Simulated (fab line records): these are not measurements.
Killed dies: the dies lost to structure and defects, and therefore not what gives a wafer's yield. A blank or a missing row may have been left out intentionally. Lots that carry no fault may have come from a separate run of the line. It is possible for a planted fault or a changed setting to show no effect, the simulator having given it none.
Which tool did it? -- flow nandHarc -- 24 lots with 72 wafers sampled at 6 steps, on a route of 1159 steps

== WHAT THE GAUGES READ, wafer by wafer ==
NHARC_P_ZERO_WELL_INSPECT_43. Usual: rawDefectCount 14, standard deviation 5.9.
lot,measured,on,rawDefectCount,flag
L074,day 1 19:42,defectInspect-02,20 21 33,
L075,day 2 01:48,defectInspect-02,19 15 18,
L076,day 2 10:57,defectInspect-01,10 5 14,
L077,day 2 13:30,defectInspect-01,10 17 17,
L078,day 2 19:37,defectInspect-02,10 5 7,
L079,day 3 01:44,defectInspect-02,24 13 26,
L080,day 3 07:27,defectInspect-01,8 11 17,
L081,day 3 13:36,defectInspect-02,9 9 4,
L082,day 3 19:40,defectInspect-02,10 6 11,
L083,day 4 01:58,defectInspect-01,20 13 17,
L084,day 4 07:27,defectInspect-01,18 14 18,
L085,day 4 13:38,defectInspect-02,34 19 7,
L086,day 4 19:48,defectInspect-02,7 12 17,
L087,day 5 01:33,defectInspect-02,4 2 6,
L088,day 5 07:23,defectInspect-02,15 15 18,
L089,day 5 13:44,defectInspect-01,15 22 9,
L090,day 5 19:19,defectInspect-02,12 14 8,
L091,day 6 01:49,defectInspect-02,5 17 21,
L092,day 6 07:53,defectInspect-02,8 24 21,
L093,day 6 13:41,defectInspect-01,21 25 12,
L094,day 6 19:56,defectInspect-01,6 19 18,
L095,day 7 01:43,defectInspect-01,13 16 13,
L096,day 7 08:03,defectInspect-01,16 13 5,
L097,day 7 13:26,defectInspect-01,10 11 4,

NHARC_P_M0_CD_MEAS_09 targets a cd of 90 nm. Usual: cdNm 90.1 nm, standard deviation 0.52.
lot,measured,on,cdNm (nm),flag
L074,day 5 15:04,cdSem-03,90.5 91.5 90.4,
L075,day 6 01:08,cdSem-03,89.2 89.3 89.4,
L076,day 6 14:55,cdSem-01,89.9 90.3 90.6,
L077,day 6 14:38,cdSem-03,91.1 90.4 90.0,
L078,day 6 23:40,cdSem-01,89.5 89.6 89.7,
L079,day 6 23:52,cdSem-02,90.5 90.9 90.8,
L080,day 7 20:50,cdSem-01,90.6 90.7 90.4,
L081,day 7 21:31,cdSem-03,89.7 89.9 89.7,
L082,day 7 21:22,cdSem-02,89.8 89.9 90.2,
L083,day 8 05:12,cdSem-01,89.9 91.0 90.2,
L084,day 8 14:32,cdSem-02,89.6 89.4 89.4,
L085,day 8 23:23,cdSem-03,90.3 90.2 89.5,
L086,day 8 23:55,cdSem-03,90.0 89.6 89.6,
L087,day 9 11:22,cdSem-01,90.3 90.3 90.1,
L088,day 9 12:27,cdSem-02,90.2 89.7 89.4,
L089,day 9 11:54,cdSem-01,89.1 89.9 90.2,
L090,day 9 19:45,cdSem-01,90.3 90.0 89.6,
L091,day 9 21:25,cdSem-03,90.0 90.4 90.9,
L092,day 10 18:24,cdSem-02,89.6 89.5 89.7,
L093,day 10 17:52,cdSem-02,90.3 90.8 89.7,
L094,day 10 21:07,cdSem-02,89.3 89.8 89.2,
L095,day 10 19:23,cdSem-03,89.6 90.0 89.8,
L096,day 11 05:09,cdSem-02,89.2 90.2 89.7,
L097,day 11 05:49,cdSem-02,89.6 90.5 90.6,

NHARC_A_CHANNEL_HOLE_D1_INSPECT_40. Usual: rawDefectCount 60, standard deviation 18.
lot,measured,on,rawDefectCount,flag
L074,day 8 05:43,defectInspect-02,49 64 37,
L075,day 8 21:14,defectInspect-01,54 36 44,
L076,day 9 05:28,defectInspect-01,62 69 61,
L077,day 9 06:26,defectInspect-01,31 39 28,
L078,day 9 14:20,defectInspect-01,65 61 74,
L079,day 9 13:52,defectInspect-01,52 73 52,
L080,day 10 16:02,defectInspect-01,28 46 54,
L081,day 10 11:51,defectInspect-01,37 50 53,
L082,day 10 12:01,defectInspect-01,53 54 57,
L083,day 10 21:35,defectInspect-02,45 77 52,
L084,day 11 06:41,defectInspect-02,76 96 85,
L085,day 11 15:29,defectInspect-02,81 64 43,
L086,day 11 15:48,defectInspect-02,50 54 46,
L087,day 12 09:15,defectInspect-02,66 26 59,
L088,day 12 12:08,defectInspect-01,85 78 64,
L089,day 12 07:57,defectInspect-01,62 41 81,
L090,day 12 13:22,defectInspect-02,58 86 73,
L091,day 12 16:19,defectInspect-01,69 63 69,
L092,day 13 12:43,defectInspect-01,68 89 101,
L093,day 13 09:33,defectInspect-02,54 36 45,
L094,day 13 13:51,defectInspect-01,78 44 39,
L095,day 13 08:34,defectInspect-01,60 81 59,
L096,day 14 02:53,defectInspect-01,67 50 75,
L097,day 13 22:37,defectInspect-01,48 62 44,

== WHAT TOOL EACH LOT RAN ON (gives the tool, then ch and the chambers of the sampled wafers, and finally the start) ==
lot,NHARC_P_ZERO_WELL_ETCH_65,NHARC_P_M2_DESCUM_14,NHARC_A_CHANNEL_HOLE_D1_ETCH_22
L074,"rieDiel-07 ch 0,3, day 1 13:29","rieDiel-13 ch 0,1,2, day 5 23:29","harEtch-02 ch 0,1, day 8 00:52"
L075,"rieDiel-04 ch 0,2,3, day 1 19:35","rieDiel-02 ch 1,2,3, day 6 09:51","harEtch-02 ch 0,1, day 8 16:26"
L076,"rieDiel-04 ch 1,3, day 2 01:29","rieDiel-02 ch 1,2,3, day 6 23:22","harEtch-01 ch 0,1, day 9 00:43"
L077,"rieDiel-07 ch 1,2, day 2 07:38","rieDiel-02 ch 0,2,3, day 6 23:01","harEtch-02 ch 0,1, day 9 01:34"
L078,"rieDiel-07 ch 0,1,2, day 2 13:29","rieDiel-06 ch 0,3, day 7 08:23","harEtch-01 ch 0,1, day 9 09:27"
L079,"rieDiel-07 ch 0,1,3, day 2 19:29","rieDiel-13 ch 0,1,2, day 7 09:07","harEtch-02 ch 0,1, day 9 09:03"
L080,"rieDiel-07 ch 2,3, day 3 01:22","rieDiel-02 ch 0,1,3, day 8 05:08","harEtch-02 ch 0,1, day 10 11:15"
L081,"rieDiel-04 ch 0,1, day 3 07:29","rieDiel-06 ch 0,2,3, day 8 06:25","harEtch-02 ch 0,1, day 10 06:59"
L082,"rieDiel-04 ch 0,2, day 3 13:24","rieDiel-02 ch 1,2, day 8 06:07","harEtch-01 ch 0, day 10 07:02"
L083,"rieDiel-04 ch 1,2, day 3 19:43","rieDiel-02 ch 1,2, day 8 14:02","harEtch-01 ch 0,1, day 10 17:01"
L084,"rieDiel-07 ch 0,1,3, day 4 01:22","rieDiel-02 ch 0,2,3, day 8 23:32","harEtch-01 ch 0,1, day 11 01:56"
L085,"rieDiel-04 ch 1,2,3, day 4 07:23","rieDiel-02 ch 0,1,2, day 9 07:38","harEtch-01 ch 1, day 11 10:38"
L086,"rieDiel-10 ch 1,2,3, day 4 13:32","rieDiel-02 ch 0,1, day 9 08:34","harEtch-02 ch 0,1, day 11 11:02"
L087,"rieDiel-07 ch 0,3, day 4 19:29","rieDiel-02 ch 0,3, day 9 20:35","harEtch-02 ch 0,1, day 12 04:29"
L088,"rieDiel-07 ch 0,2, day 5 01:23","rieDiel-06 ch 1,2,3, day 9 21:04","harEtch-01 ch 0,1, day 12 07:28"
L089,"rieDiel-10 ch 1,3, day 5 07:30","rieDiel-06 ch 0,2,3, day 9 20:51","harEtch-01 ch 0,1, day 12 03:19"
L090,"rieDiel-10 ch 2,3, day 5 13:22","rieDiel-02 ch 0,1,2, day 10 06:47","harEtch-02 ch 0,1, day 12 08:34"
L091,"rieDiel-07 ch 1,2,3, day 5 19:42","rieDiel-02 ch 0,1, day 10 06:55","harEtch-01 ch 0, day 12 11:28"
L092,"rieDiel-10 ch 0,1,3, day 6 01:37","rieDiel-13 ch 1,2,3, day 11 03:25","harEtch-01 ch 0,1, day 13 07:52"
L093,"rieDiel-07 ch 0,1,2, day 6 07:29","rieDiel-02 ch 0,1,2, day 11 02:54","harEtch-02 ch 0,1, day 13 04:43"
L094,"rieDiel-07 ch 0,2,3, day 6 13:59","rieDiel-02 ch 0,1,3, day 11 07:29","harEtch-02 ch 0,1, day 13 08:52"
L095,"rieDiel-04 ch 2,3, day 6 19:29","rieDiel-02 ch 0,2,3, day 11 04:14","harEtch-01 ch 0,1, day 13 03:42"
L096,"rieDiel-10 ch 2,3, day 7 01:23","rieDiel-02 ch 0,2,3, day 11 13:55","harEtch-02 ch 0,1, day 13 22:08"
L097,"rieDiel-10 ch 1,2, day 7 07:21","rieDiel-06 ch 0,1,3, day 11 14:53","harEtch-02 ch 0,1, day 13 18:04"
- NHARC_P_ZERO_WELL_ETCH_65: etches the open film in N2/H2, target depth 80 nm, overetch 24 nm, time 87.88 s.
- NHARC_P_M2_DESCUM_14: chemistry O2, time 3 s.
- NHARC_A_CHANNEL_HOLE_D1_ETCH_22: etches the open film in C4F8/O2/Ar, time 666.7 s, target depth 1600 nm.

== AS READ BY THE TOOLS THEMSELVES (means over the sampled wafers that have a number; for cases with no such wafer, the mark the record gives instead) ==
NHARC_P_ZERO_WELL_ETCH_65. Usual: drypumpMotorCurrentA 5.7 A, standard deviation 0.4; oesProductAu 1.000 a.u., standard deviation 0.0079; rfVppV 430.9 V, standard deviation 3; showerheadPlenumPTorr 2.06 Torr, standard deviation 0.11; throttleValvePct 14.171 %, standard deviation 0.0082.
lot,tool,drypumpMotorCurrentA (A),oesProductAu (a.u.),rfVppV (V),showerheadPlenumPTorr (Torr),throttleValvePct (%),flag
L074,rieDiel-07,5.5,0.998,431.9,2.11,14.171,
L075,rieDiel-04,6.2,0.998,430.7,2.06,14.170,
L076,rieDiel-04,5.7,0.989,431.4,2.09,14.176,
L077,rieDiel-07,5.4,0.996,429.1,1.99,14.175,
L078,rieDiel-07,5.6,1.001,429.0,1.98,14.168,
L079,rieDiel-07,5.5,0.998,430.0,2.04,14.160,
L080,rieDiel-07,5.4,0.989,431.6,2.06,14.170,
L081,rieDiel-04,5.6,1.001,434.7,2.18,14.165,
L082,rieDiel-04,5.9,1.006,433.3,2.14,14.173,
L083,rieDiel-04,5.7,1.000,432.4,2.10,14.174,
L084,rieDiel-07,5.4,1.000,430.0,2.04,14.175,
L085,rieDiel-04,6.1,0.999,430.5,2.04,14.164,
L086,rieDiel-10,5.7,1.009,430.4,2.03,14.175,
L087,rieDiel-07,5.7,0.992,430.4,2.03,14.173,
L088,rieDiel-07,5.8,1.009,429.4,1.97,14.167,
L089,rieDiel-10,5.7,1.004,428.8,1.96,14.172,
L090,rieDiel-10,5.5,1.000,433.1,2.13,14.176,
L091,rieDiel-07,5.3,0.993,430.5,2.05,14.182,
L092,rieDiel-10,5.7,1.010,429.5,2.03,14.166,
L093,rieDiel-07,5.6,1.007,429.0,1.98,14.167,
L094,rieDiel-07,5.5,1.002,430.8,2.05,14.176,
L095,rieDiel-04,6.4,1.010,429.8,1.99,14.170,
L096,rieDiel-10,5.5,1.007,433.3,2.13,14.168,
L097,rieDiel-10,5.8,0.998,429.1,2.00,14.168,

NHARC_P_M2_DESCUM_14. Usual: drypumpMotorCurrentA 6.0 A, standard deviation 0.41; oesProductAu 1.002 a.u., standard deviation 0.0064; rfVppV 57.8 V, standard deviation 0.98; showerheadPlenumPTorr 1.92 Torr, standard deviation 0.077; throttleValvePct 11.310 %, standard deviation 0.009.
lot,tool,drypumpMotorCurrentA (A),oesProductAu (a.u.),rfVppV (V),showerheadPlenumPTorr (Torr),throttleValvePct (%),flag
L074,rieDiel-13,6.0,0.993,56.9,1.88,11.319,
L075,rieDiel-02,6.1,1.006,57.6,1.95,11.309,
L076,rieDiel-02,6.2,0.999,58.1,1.95,11.314,
L077,rieDiel-02,6.2,1.008,57.5,1.89,11.308,
L078,rieDiel-06,5.7,0.996,58.7,1.94,11.314,
L079,rieDiel-13,6.0,1.002,57.7,1.87,11.314,
L080,rieDiel-02,6.3,1.001,57.0,1.90,11.309,
L081,rieDiel-06,5.6,0.996,57.9,1.98,11.314,
L082,rieDiel-02,6.0,0.997,58.4,1.99,11.308,
L083,rieDiel-02,6.1,1.009,59.1,1.99,11.300,
L084,rieDiel-02,6.2,1.003,58.1,1.89,11.308,
L085,rieDiel-02,6.1,1.002,58.2,1.93,11.306,
L086,rieDiel-02,6.1,1.002,57.1,1.89,11.308,
L087,rieDiel-02,6.4,1.004,57.1,1.86,11.312,
L088,rieDiel-06,5.7,1.001,57.4,1.94,11.312,
L089,rieDiel-06,5.6,1.002,57.8,1.97,11.317,
L090,rieDiel-02,6.1,1.010,57.7,1.93,11.312,
L091,rieDiel-02,6.1,0.998,58.6,1.94,11.310,
L092,rieDiel-13,6.1,1.008,57.8,1.93,11.305,
L093,rieDiel-02,6.1,1.006,58.4,1.93,11.312,
L094,rieDiel-02,6.2,1.002,58.4,1.90,11.296,
L095,rieDiel-02,6.2,1.003,57.3,1.89,11.313,
L096,rieDiel-02,6.2,1.008,57.9,1.89,11.313,
L097,rieDiel-06,5.8,0.995,57.6,1.89,11.310,

NHARC_A_CHANNEL_HOLE_D1_ETCH_22. Usual: drypumpMotorCurrentA 6.1 A, standard deviation 0.39; showerheadPlenumPTorr 3.71 Torr, standard deviation 0.13; throttleValvePct 32.154 %, standard deviation 0.0094.
lot,tool,drypumpMotorCurrentA (A),showerheadPlenumPTorr (Torr),throttleValvePct (%),flag
L074,harEtch-02,5.8,3.86,32.148,
L075,harEtch-02,5.8,3.85,32.160,
L076,harEtch-01,6.5,3.58,32.167,
L077,harEtch-02,5.8,3.85,32.144,
L078,harEtch-01,6.5,3.58,32.161,
L079,harEtch-02,6.0,3.83,32.153,
L080,harEtch-02,5.8,3.84,32.154,
L081,harEtch-02,5.8,3.84,32.146,
L082,harEtch-01,6.6,3.57,32.147,
L083,harEtch-01,6.3,3.58,32.152,
L084,harEtch-01,6.4,3.57,32.162,
L085,harEtch-01,6.1,3.57,32.151,
L086,harEtch-02,6.0,3.82,32.155,
L087,harEtch-02,6.0,3.82,32.151,
L088,harEtch-01,6.5,3.56,32.152,
L089,harEtch-01,6.3,3.57,32.154,
L090,harEtch-02,6.0,3.81,32.163,
L091,harEtch-01,6.6,3.56,32.159,
L092,harEtch-01,6.5,3.55,32.154,
L093,harEtch-02,5.8,3.83,32.145,
L094,harEtch-02,5.8,3.82,32.154,
L095,harEtch-01,6.5,3.56,32.153,
L096,harEtch-02,5.8,3.82,32.154,
L097,harEtch-02,5.8,3.82,32.162,

== THE ANSWER, worked out from the rows above alone ==
Rule: take the mean of a lot's wafers that have a number; if it is more than 3 standard deviations from the usual mean, the lot is off. A lot without any number at a reading at which 4 lots or more have one is off too. Any other lot the step has rows for is counted as sound. Order of review: gauges by route order, followed by the tools' own readings, for which a lot's mean as printed above is used. At the first step where some lot is off, the reading lying furthest off is the one used; lots without a number count as furthest.
Across all readings shown, no lot is off: no conclusion can be drawn from this.

== WHAT HAD BEEN PUT IN BY THE SIMULATOR ==
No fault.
